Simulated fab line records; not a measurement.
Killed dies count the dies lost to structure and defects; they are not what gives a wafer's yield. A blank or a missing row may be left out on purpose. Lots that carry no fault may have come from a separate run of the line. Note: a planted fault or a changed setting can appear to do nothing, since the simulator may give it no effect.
Which of the tools did it? | flow n5-finfet | Sampling: 10 lots, 27 wafers, 5 of 1938 route steps

## WHAT EACH GAUGE READ, for each wafer
N5_BEOL_M2_THK_MEAS_53: measures by xrf. Usual: M2_THK typically reads 40.5 nm, with standard deviation 1.4.
lot  | measured     | on            | M2_THK (nm)    | flag
L417 | day 7 07:02  | film-metro-01 | 42.0 41.0 39.2 |
L418 | day 7 15:50  | film-metro-01 | 39.1 42.4 37.9 |
L419 | day 7 16:53  | film-metro-01 | 39.4 37.8 37.7 |
L423 | day 8 22:10  | film-metro-02 | 40.9 41.1 39.1 |
L435 | day 12 11:11 | film-metro-01 | 39.9 38.5 38.9 |
L432 | day 12 13:09 | film-metro-02 | 40.5 42.1      |
L436 | day 12 15:02 | film-metro-02 | 41.2 41.8 42.0 |
L433 | day 12 16:55 | film-metro-02 | 39.2 44.1 40.4 |
L437 | day 12 18:34 | film-metro-01 | 41.8 41.7      |
L438 | day 13 12:50 | film-metro-02 | 42.7 38.5      |

N5_BEOL_M2_RS_MEAS_58: a four-point-probe measurement. Usual: M2_RS typically reads 0.659 ohm/sq, with standard deviation 0.03.
lot  | measured     | on            | M2_RS (ohm/sq)    | flag
L417 | day 7 07:17  | film-metro-02 | 0.628 0.647 0.683 |
L418 | day 7 16:08  | film-metro-01 | 0.690 0.618 0.712 |
L419 | day 7 17:09  | film-metro-01 | 0.679 0.718 0.716 |
L423 | day 8 22:25  | film-metro-01 | 0.657 0.648 0.693 |
L435 | day 12 11:26 | film-metro-01 | 0.670 0.700 0.694 |
L432 | day 12 13:25 | film-metro-02 | 0.658 0.626       |
L436 | day 12 15:17 | film-metro-01 | 0.638 0.626 0.622 |
L433 | day 12 17:11 | film-metro-02 | 0.692 0.596 0.667 |
L437 | day 12 18:54 | film-metro-02 | 0.634 0.631       |
L438 | day 13 13:05 | film-metro-01 | 0.619 0.705       |

N5_BEOL_M4_RC_MEAS_101. Usual: DIBL_N 37.2 mV/V, standard deviation 2.1; DIBL_P 37.3 mV/V, standard deviation 2.3; IOFF_N 0.18 nA/um, standard deviation 0.041; IOFF_P 0.24 nA/um, standard deviation 0.042; ION_N 680 uA/um, standard deviation 13; ION_P 466 uA/um, standard deviation 7.7; SS_N 71.8 mV/dec, standard deviation 0.68; SS_P 73.5 mV/dec, standard deviation 0.66; VT_N 249 mV, standard deviation 3.6; VT_P -248 mV, standard deviation 3.4.
lot  | measured     | on        | DIBL_N (mV/V)  | DIBL_P (mV/V)  | IOFF_N (nA/um) | IOFF_P (nA/um) | ION_N (uA/um) | ION_P (uA/um) | SS_N (mV/dec)  | SS_P (mV/dec)  | VT_N (mV)   | VT_P (mV)      | flag
L417 | day 8 14:06  | prober-01 | 38.8 37.1 38.4 | 39.0 37.3 38.6 | 0.22 0.19 0.21 | 0.26 0.22 0.25 | 688 686 702   | 462 463 467   | 72.4 72.2 72.2 | 73.5 73.2 73.4 | 248 247 245 | -249 -251 -248 |
L418 | day 9 01:14  | prober-01 | 39.2 38.1 39.9 | 39.5 37.7 41.7 | 0.23 0.19 0.27 | 0.27 0.23 0.32 | 705 689 712   | 473 468 482   | 71.8 72.9 72.1 | 74.0 73.8 74.1 | 243 248 242 | -247 -252 -243 |
L419 | day 9 10:15  | prober-02 | 37.4 38.0 35.2 | 34.9 36.7 31.8 | 0.14 0.16 0.11 | 0.19 0.21 0.15 | 667 666 652   | 458 458 450   | 71.9 71.9 70.9 | 73.1 73.1 71.9 | 251 249 257 | -251 -251 -256 |
L423 | day 9 19:36  | prober-01 | 34.2 36.8 38.3 | 34.9 37.7 39.7 | 0.13 0.17 0.22 | 0.18 0.24 0.27 | 669 677 696   | 460 465 475   | 71.1 71.3 72.6 | 72.9 73.5 73.5 | 252 246 242 | -253 -247 -247 |
L435 | day 14 01:07 | prober-02 | 38.3 37.0 36.4 | 36.8 34.8 35.6 | 0.17 0.15 0.15 | 0.22 0.20 0.21 | 676 687 677   | 462 465 474   | 71.4 71.8 71.5 | 73.8 72.7 73.0 | 248 250 250 | -248 -249 -249 |
L432 | day 13 17:26 | prober-01 | 39.4 39.5      | 40.3 40.7      | 0.22 0.21      | 0.30 0.31      | 684 675       | 479 470       | 73.5 72.4      | 74.3 74.2      | 247 250     | -246 -244      |
L436 | day 14 21:18 | prober-02 | 35.5 36.6 38.1 | 36.1 37.3 39.4 | 0.15 0.17 0.23 | 0.19 0.22 0.26 | 678 667 704   | 459 457 473   | 71.7 71.9 72.0 | 73.9 74.1 74.4 | 251 248 242 | -252 -249 -248 |
L433 | day 14 04:46 | prober-01 | 36.4 36.9 35.1 | 38.7 39.7 37.1 | 0.18 0.18 0.15 | 0.25 0.26 0.23 | 686 690 674   | 472 480 469   | 72.6 72.1 72.0 | 73.6 73.6 73.0 | 246 247 250 | -246 -245 -249 |
L437 | day 14 20:22 | prober-01 | 33.0 34.9      | 34.6 36.7      | 0.12 0.14      | 0.19 0.23      | 675 666       | 472 466       | 70.5 71.6      | 72.3 72.7      | 250 252     | -252 -248      |
L438 | day 15 00:02 | prober-02 | 37.5 38.1      | 36.9 37.8      | 0.18 0.20      | 0.25 0.27      | 675 677       | 466 463       | 72.0 72.2      | 73.6 74.2      | 251 248     | -249 -245      |

## WHICH TOOL RAN EACH LOT (tool, then ch and the chambers of the sampled wafers, then the start)
lot  | N5_BEOL_M3_HM_DEP_02         | N5_BEOL_M3_ETCH_64
L417 | pvd-sputter-01, day 7 08:10  | rie-diel-03 ch 0,1,2, day 7 08:47
L418 | pvd-sputter-02, day 7 17:26  | rie-diel-03 ch 1,2,3, day 7 18:09
L419 | pvd-sputter-02, day 7 17:47  | rie-diel-02 ch 1,3, day 7 18:30
L423 | pvd-sputter-01, day 9 00:34  | rie-diel-03 ch 1,2,3, day 9 01:19
L435 | pvd-sputter-03, day 12 16:23 | rie-diel-02 ch 1,2,3, day 12 17:11
L432 | pvd-sputter-03, day 12 17:04 | rie-diel-02 ch 1,3, day 12 17:47
L436 | pvd-sputter-02, day 12 17:17 | rie-diel-01 ch 1,2,3, day 12 18:00
L433 | pvd-sputter-02, day 12 18:19 | rie-diel-03 ch 0,2,3, day 12 19:01
L437 | pvd-sputter-02, day 12 19:49 | rie-diel-03 ch 0,3, day 12 20:27
L438 | pvd-sputter-03, day 13 13:29 | rie-diel-03 ch 1,2, day 13 14:05
- N5_BEOL_M3_HM_DEP_02: deposits TiN, target thk 20 nm.
- N5_BEOL_M3_ETCH_64: etches SOC in N2/H2, target depth 75 nm, overetch 15 nm, time 112.5 s.

## AS READ BY THE TOOLS THEMSELVES (means over the sampled wafers that have a number; for cases with no such wafer, the mark the record gives instead)
N5_BEOL_M3_HM_DEP_02. Usual: throttle-valve-pct 30.3 %, standard deviation 1.2.
lot  | tool           | throttle-valve-pct (%) | flag
L417 | pvd-sputter-01 | 30.5                   |
L418 | pvd-sputter-02 | 29.1                   |
L419 | pvd-sputter-02 | 29.2                   |
L423 | pvd-sputter-01 | 31.2                   |
L435 | pvd-sputter-03 | 30.3                   |
L432 | pvd-sputter-03 | 31.8                   |
L436 | pvd-sputter-02 | 28.8                   |
L433 | pvd-sputter-02 | 29.3                   |
L437 | pvd-sputter-02 | 28.9                   |
L438 | pvd-sputter-03 | 30.7                   |

N5_BEOL_M3_ETCH_64. Usual: bias-w 150.0 W, standard deviation 0.42; drypump-motor-current-A 5.9 A, standard deviation 0.55; oes-product-au 0.62 a.u., standard deviation 0.066; rf-vpp-V 523.7 V, standard deviation 2.3; showerhead-plenum-p-Torr 2.54 Torr, standard deviation 0.08; throttle-valve-pct 17.8 %, standard deviation 0.31.
lot  | tool        | bias-w (W) | drypump-motor-current-A (A) | oes-product-au (a.u.) | rf-vpp-V (V) | showerhead-plenum-p-Torr (Torr) | throttle-valve-pct (%) | flag
L417 | rie-diel-03 | 149.9      | 5.6                         | 0.60                  | 525.2        | 2.58                            | 17.8                   |
L418 | rie-diel-03 | 149.9      | 6.1                         | 0.63                  | 525.0        | 2.60                            | 17.8                   |
L419 | rie-diel-02 | 149.8      | 5.5                         | 0.56                  | 521.1        | 2.41                            | 18.1                   |
L423 | rie-diel-03 | 150.0      | 6.2                         | 0.74                  | 524.5        | 2.59                            | 17.8                   |
L435 | rie-diel-02 | 149.9      | 5.9                         | 0.60                  | 520.3        | 2.43                            | 18.0                   |
L432 | rie-diel-02 | 149.5      | 5.7                         | 0.54                  | 521.2        | 2.41                            | 18.1                   |
L436 | rie-diel-01 | 150.1      | 5.6                         | 0.67                  | 524.8        | 2.59                            | 17.5                   |
L433 | rie-diel-03 | 150.0      | 5.8                         | 0.61                  | 524.2        | 2.55                            | 17.7                   |
L437 | rie-diel-03 | 149.8      | 5.8                         | 0.63                  | 524.9        | 2.55                            | 17.6                   |
L438 | rie-diel-03 | 149.9      | 5.9                         | 0.56                  | 525.4        | 2.58                            | 18.1                   |

## THE ANSWER, worked out from the rows above alone
Rule: take the mean of a lot's wafers that have a number; if it is more than 3 standard deviations from the usual mean, the lot is off. A lot without any number at a reading at which 4 lots or more have one is off too. Where the step has rows for the other lots, those lots are counted as sound. The gauges are gone through in route order, then the tools' own readings, and for those a lot's mean is taken as printed above. The first step at which some lot is off is used, and at that step the reading that is off furthest; a lot without a number counts as furthest.
Across all readings shown, no lot is off: no conclusion can be drawn from this.

## WHAT THE SIMULATOR HAD PUT IN
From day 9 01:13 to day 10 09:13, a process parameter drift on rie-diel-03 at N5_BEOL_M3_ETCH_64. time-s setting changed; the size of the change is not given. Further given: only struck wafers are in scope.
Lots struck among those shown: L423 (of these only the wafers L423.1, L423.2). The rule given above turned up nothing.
